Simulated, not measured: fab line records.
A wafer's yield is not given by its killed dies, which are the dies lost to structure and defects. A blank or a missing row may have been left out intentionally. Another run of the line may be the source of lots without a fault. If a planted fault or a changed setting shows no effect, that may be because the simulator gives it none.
fab line records | flow n5_finfet | part 2 of 2: steps 23 to 28 of 28
[record] lots = 5 | wafers = 15 | last_day = 17
route steps=1938 shown BEOL_M4@1040
lots that met no fault: taken from a fault-free run of the same line
start_h: start of the lot's first displayed wafer, in hours after the record's first day | wait_h: hours elapsed since this lot's preceding step | " repeats the value in the row above | L1.1+2: one row covering several wafers at once | - no value, or no start was given | * or withheld: withheld | < > ~ a bound
route shown NAME@n: NAME is a module with steps in the file, n the number in the route of the first one | usual: mean/standard deviation taken from wafers without a fault | same: alike in all rows | chamber/n: place in a boat | sites: readings site by site | _std_site: the values' standard deviation | _edge_site: the outer-site mean with the inner-site mean subtracted | radius_mm: how far each site lies from the wafer's centre | mask NAME#n: copy n | behind: tool/chamber where the wafer was last shaped | hold: what put the lot on hold/how long, in hours/how the hold closed | device: which transistor (n, p or np) failed to switch | end of line: tests of these same wafers at the route's end | a step with no rows: only its recipe | killed: the dies lost at the first sort to structure and to defects; this is not the yield of the wafer | map: a wafer's dies, marking killed ones x, the rest . and places with no die _
set.NAME: the run value of the setting; set.NAME@STEP: its run value at that earlier step | model.NAME: the simulator's own value behind a step, which no gauge read
a table for each step, a row for each wafer; lots at some steps of the route
services: when a tool's chamber went out of use (start_h, in hours from the record's first day, below 0 if earlier), for how many hours, and the reason
[[steps]]
[step N5_BEOL_M4_ALD_98]
[recipe] material = SiO2 | target_thk_a = 25 | temp_c = 100 | ald_precursor_family = BDEAS | ald_co_reactant = O2-plasma | pulse_time_s = 1 | co_reactant_pulse_time_s = 1 | purge_time_s = 2 | co_reactant_purge_time_s = 2 | ald_cycles = 17 | pressure_torr = 2
[usual] heater_power_w = 80/12 | precursor_pulse_height_rel = 1.001/0.021
[same] co_reactant_purge_time_s = 2 | pulse_time_s = 1
lot.wafer | tool       | chamber | start_h | wait_h | heater_power_w | precursor_pulse_height_rel
L082.1    | ald_sin-01 | 1       | 224.87  | 0.1    | 65             | 0.994
L082.3    | "          | 3       | "       | "      | 95             | 1.002
L082.6    | "          | 1       | "       | "      | 66             | 1.028
L078.2    | ald_sin-04 | 2       | 239.49  | 0.3    | 92             | 1.034
L078.5    | "          | 0       | "       | "      | 72             | 0.976
L078.6    | "          | 3       | "       | "      | 66             | 0.994
L083.4    | ald_sin-02 | 1       | 244.86  | 0.0    | 67             | 1.003
L083.5    | "          | 3       | "       | "      | 91             | 0.971
L083.6    | "          | 2       | "       | "      | 98             | 0.998
L087.2    | ald_sin-01 | 2       | 258.63  | 0.1    | 76             | 1.013
L087.5    | "          | 2       | "       | "      | 75             | 0.978
L087.6    | "          | 3       | "       | "      | 95             | 0.985
L088.1    | ald_sin-04 | 3       | 277.25  | 0.1    | 65             | 0.983
L088.2    | "          | 2       | "       | "      | 94             | 0.992
L088.4    | "          | 1       | "       | "      | 93             | 1.016
[step N5_BEOL_M4_ETCHBACK_99]
[recipe] chemistry = CHF3 | target = SiO2 | target_depth_a = 50 | time_s = 10.4 | source_w = 215 | bias_w = 47 | Ar_flow_sccm = 200 | CHF3_flow_sccm = 12 | ion_energy_ev = 100 | pressure_mtorr = 30
[usual] chamber_pressure_mTorr = 30.000/0.028 | drypump_motor_current_A = 5.64/0.3 | oes_product_au = 0.80/0.081 | rf_vpp_V = 241.0/2.2 | showerhead_plenum_p_Torr = 2.15/0.089 | throttle_valve_pct = 17.06/0.2
lot.wafer | tool        | chamber | start_h | wait_h | chamber_pressure_mTorr | drypump_motor_current_A | oes_product_au | rf_hours_counter_h | rf_vpp_V | showerhead_plenum_p_Torr | throttle_valve_pct
L082.1    | rie_diel-03 | 1       | 235.83  | 10.9   | 30.004                 | 6.04                    | 0.87           | 53                 | 244.1    | 2.28                     | 17.11
L082.3    | "           | 3       | "       | "      | 30.051                 | 5.77                    | 0.68           | 240                | 239.7    | 2.03                     | 17.28
L082.6    | "           | 3       | "       | "      | 30.016                 | 5.72                    | 0.68           | -                  | 239.3    | 2.03                     | 17.28
L078.2    | rie_diel-03 | 1       | 245.03  | 5.5    | 30.027                 | 6.03                    | 0.88           | 56                 | 246.3    | 2.28                     | 17.10
L078.5    | "           | 3       | "       | "      | 29.949                 | 5.74                    | 0.68           | -                  | 239.1    | 2.03                     | 17.29
L078.6    | "           | 1       | "       | "      | 29.961                 | 6.03                    | 0.87           | -                  | 245.9    | 2.28                     | 17.09
L083.4    | rie_diel-05 | 1       | 245.16  | 0.3    | 30.000                 | 5.84                    | 0.90           | 27                 | 243.5    | 2.11                     | 16.81
L083.5    | "           | 0       | "       | "      | 30.030                 | 5.62                    | 0.73           | -                  | 239.2    | 2.14                     | 17.17
L083.6    | "           | 1       | "       | "      | 30.020                 | 5.85                    | 0.90           | -                  | 242.8    | 2.11                     | 16.83
L087.2    | rie_diel-01 | 2       | 265.45  | 6.8    | 29.996                 | 5.94                    | 0.70           | 219                | 240.4    | 2.12                     | 17.32
L087.5    | "           | 2       | "       | "      | 30.035                 | 5.92                    | 0.71           | -                  | 240.4    | 2.12                     | 17.33
L087.6    | "           | 3       | "       | "      | 29.962                 | 5.45                    | 0.80           | -                  | 238.7    | 2.07                     | 17.10
L088.1    | rie_diel-05 | 2       | 287.42  | 10.1   | 30.014                 | 4.88                    | 0.85           | 68                 | 236.6    | 2.17                     | 16.60
L088.2    | "           | 0       | "       | "      | 29.978                 | 5.57                    | 0.73           | 201                | 238.4    | 2.13                     | 17.19
L088.4    | "           | 1       | "       | "      | 30.046                 | 5.85                    | 0.88           | 41                 | 242.6    | 2.10                     | 16.86
[step N5_BEOL_M4_ETCH_70]
[recipe] chemistry = N2/H2 | target = SOC | target_depth_a = 800 | overetch_a = 240 | mask_material = SiARC | temp_c = 40 | time_s = 130 | ion_energy_ev = 200 | pressure_mtorr = 30 | source_w = 840 | bias_w = 150 | n2_flow_sccm = 200 | h2_flow_sccm = 200
[usual] chamber_pressure_mTorr = 30.00/0.03 | drypump_motor_current_A = 5.64/0.3 | oes_product_au = 0.59/0.056 | rf_vpp_V = 523.7/2.8 | showerhead_plenum_p_Torr = 2.54/0.1 | throttle_valve_pct = 17.83/0.21
lot.wafer | tool        | chamber | start_h | wait_h | chamber_pressure_mTorr | drypump_motor_current_A | oes_product_au | rf_hours_counter_h | rf_vpp_V | showerhead_plenum_p_Torr | throttle_valve_pct
L082.1    | rie_diel-03 | 1       | 235.87  | 0.0    | 30.02                  | 6.04                    | 0.64           | 53                 | 527.5    | 2.69                     | 17.94
L082.3    | "           | 3       | "       | "      | 30.01                  | 5.75                    | 0.51           | 240                | 520.6    | 2.41                     | 18.10
L082.6    | "           | 3       | "       | "      | 30.04                  | 5.74                    | 0.50           | -                  | 521.6    | 2.41                     | 18.11
L078.2    | rie_diel-03 | 1       | 245.07  | 0.0    | 30.01                  | 6.03                    | 0.64           | 56                 | 527.7    | 2.69                     | 17.94
L078.5    | "           | 3       | "       | "      | 30.02                  | 5.76                    | 0.51           | -                  | 520.5    | 2.41                     | 18.10
L078.6    | "           | 1       | "       | "      | 30.01                  | 6.03                    | 0.64           | -                  | 528.1    | 2.69                     | 17.94
L083.4    | rie_diel-05 | 1       | 245.20  | 0.0    | 30.05                  | 5.83                    | 0.66           | 27                 | 521.7    | 2.49                     | 17.57
L083.5    | "           | 0       | "       | "      | 29.99                  | 5.54                    | 0.54           | -                  | 522.9    | 2.54                     | 18.12
L083.6    | "           | 1       | "       | "      | 30.02                  | 5.85                    | 0.66           | -                  | 523.2    | 2.49                     | 17.58
L087.2    | rie_diel-01 | 2       | 265.49  | 0.0    | 30.04                  | 5.89                    | 0.52           | 219                | 524.3    | 2.51                     | 18.09
L087.5    | "           | 2       | "       | "      | 30.00                  | 5.90                    | 0.52           | -                  | 523.8    | 2.51                     | 18.09
L087.6    | "           | 3       | "       | "      | 30.04                  | 5.47                    | 0.58           | -                  | 520.6    | 2.45                     | 17.83
L088.1    | rie_diel-05 | 2       | 287.46  | 0.0    | 29.99                  | 4.89                    | 0.63           | 68                 | 526.2    | 2.58                     | 17.47
L088.2    | "           | 0       | "       | "      | 30.06                  | 5.60                    | 0.53           | 201                | 522.6    | 2.53                     | 18.17
L088.4    | "           | 1       | "       | "      | 30.05                  | 5.77                    | 0.65           | 41                 | 522.5    | 2.48                     | 17.60
[step N5_BEOL_M4_STRIP_71]
[recipe] chemistry = N2/H2 | temp_c = 40 | n2_flow_sccm = 200 | h2_flow_sccm = 200 | rf_frequency_hz = 6e+07
lot.wafer  | tool        | chamber | start_h | wait_h
L082.1+3+6 | rie_diel-03 | 1,3,3   | 235.95  | 0.0
L078.2+5+6 | rie_diel-03 | 1,3,1   | 245.15  | 0.0
L083.4+5+6 | rie_diel-05 | 1,0,1   | 245.28  | 0.0
L087.2+5+6 | rie_diel-01 | 2,2,3   | 265.57  | 0.0
L088.1+2+4 | rie_diel-05 | 2,0,1   | 287.54  | 0.0
[step N5_BEOL_M4_STRIP_78]
[recipe] chemistry = N2/H2 | temp_c = 40 | n2_flow_sccm = 200 | h2_flow_sccm = 200 | rf_frequency_hz = 6e+07
lot.wafer  | tool        | chamber | start_h | wait_h
L082.1+3+6 | rie_diel-03 | 1,3,3   | 235.96  | 0.0
L078.2+5+6 | rie_diel-03 | 1,3,1   | 245.16  | 0.0
L083.4+5+6 | rie_diel-05 | 1,0,1   | 245.29  | 0.0
L087.2+5+6 | rie_diel-01 | 2,2,3   | 265.58  | 0.0
L088.1+2+4 | rie_diel-05 | 2,0,1   | 287.55  | 0.0
[step N5_BEOL_M4_VIA_ETCH_34]
[recipe] chemistry = C4F6/O2 | target_depth_a = 694 | mask_material = SOC | pressure_mtorr = 15 | ion_energy_ev = 250 | taper_deg = 4 | time_s = 65.9 | source_w = 350 | bias_w = 170 | Ar_flow_sccm = 300 | C4F6_flow_sccm = 10 | O2_flow_sccm = 10
[usual] chamber_pressure_mTorr = 15.000/0.014 | drypump_motor_current_A = 5.64/0.3 | oes_product_au = 0.80/0.08 | rf_vpp_V = 666/5.5 | showerhead_plenum_p_Torr = 2.83/0.11 | throttle_valve_pct = 30.76/0.21
lot.wafer | tool        | chamber | start_h | wait_h | chamber_pressure_mTorr | drypump_motor_current_A | oes_product_au | rf_hours_counter_h | rf_vpp_V | showerhead_plenum_p_Torr | throttle_valve_pct
L082.1    | rie_diel-03 | 1       | 235.97  | 0.0    | 15.009                 | 6.02                    | 0.88           | 53                 | 679      | 3.01                     | 31.05
L082.3    | "           | 3       | "       | "      | 14.979                 | 5.75                    | 0.68           | 240                | 660      | 2.69                     | 30.87
L082.6    | "           | 3       | "       | "      | 14.985                 | 5.74                    | 0.68           | -                  | 661      | 2.69                     | 30.86
L078.2    | rie_diel-03 | 1       | 245.17  | 0.0    | 14.989                 | 6.04                    | 0.87           | 56                 | 678      | 3.01                     | 31.05
L078.5    | "           | 3       | "       | "      | 14.992                 | 5.76                    | 0.68           | -                  | 662      | 2.69                     | 30.86
L078.6    | "           | 1       | "       | "      | 15.003                 | 6.03                    | 0.86           | -                  | 679      | 3.01                     | 31.04
L083.4    | rie_diel-05 | 1       | 245.30  | 0.0    | 15.006                 | 5.83                    | 0.91           | 27                 | 671      | 2.79                     | 30.54
L083.5    | "           | 0       | "       | "      | 14.988                 | 5.56                    | 0.73           | -                  | 664      | 2.82                     | 30.84
L083.6    | "           | 1       | "       | "      | 15.002                 | 5.83                    | 0.91           | -                  | 672      | 2.79                     | 30.55
L087.2    | rie_diel-01 | 2       | 265.59  | 0.0    | 15.008                 | 5.92                    | 0.69           | 219                | 665      | 2.81                     | 30.89
L087.5    | "           | 2       | "       | "      | 15.012                 | 5.95                    | 0.70           | -                  | 666      | 2.81                     | 30.88
L087.6    | "           | 3       | "       | "      | 14.991                 | 5.50                    | 0.80           | -                  | 661      | 2.74                     | 30.73
L088.1    | rie_diel-05 | 2       | 287.56  | 0.0    | 15.003                 | 4.86                    | 0.86           | 68                 | 657      | 2.86                     | 30.21
L088.2    | "           | 0       | "       | "      | 15.015                 | 5.57                    | 0.72           | 201                | 662      | 2.81                     | 30.86
L088.4    | "           | 1       | "       | "      | 15.000                 | 5.76                    | 0.89           | 41                 | 669      | 2.78                     | 30.58
[[services]]
tool           | chamber | start_h | hours | kind
euv_scanner-01 | -       | 202.54  | 5.8   | pm
rie_diel-03    | 0       | 214.13  | 6.0   | repair
euv_scanner-01 | -       | 231.15  | 1.0   | pm
euv_scanner-02 | -       | 233.85  | 4.6   | pm
rie_diel-05    | 3       | 234.00  | 1.2   | repair
ald_sin-02     | -       | 235.23  | 0.6   | repair
rie_diel-05    | 0       | 236.22  | 7.6   | repair
rie_diel-01    | 3       | 239.74  | 10.0  | repair
euv_scanner-01 | -       | 242.25  | 4.6   | pm
rie_metal-02   | -       | 246.04  | 2.8   | pm
ald_sin-01     | -       | 249.28  | 6.1   | pm
euv_scanner-02 | -       | 253.29  | 1.0   | pm
ald_sin-01     | -       | 255.78  | 2.0   | repair
ald_sin-02     | 2       | 256.95  | 18.7  | repair
rie_diel-05    | 3       | 258.31  | 4.0   | repair
rie_diel-03    | 3       | 260.53  | -     | clean
rie_diel-03    | 3       | 260.53  | -     | consumable_replace:focus_ring
rie_diel-03    | 3       | 260.53  | -     | consumable_replace:showerhead
rie_diel-03    | 3       | 260.53  | 18.7  | scheduled_down
rie_diel-03    | 3       | 260.53  | 18.7  | vent_cycle
ald_sin-01     | 0       | 273.78  | 7.7   | repair
ald_sin-02     | -       | 283.75  | 1.3   | repair
euv_scanner-02 | -       | 285.63  | 8.0   | pm
euv_scanner-01 | -       | 287.31  | 0.3   | repair
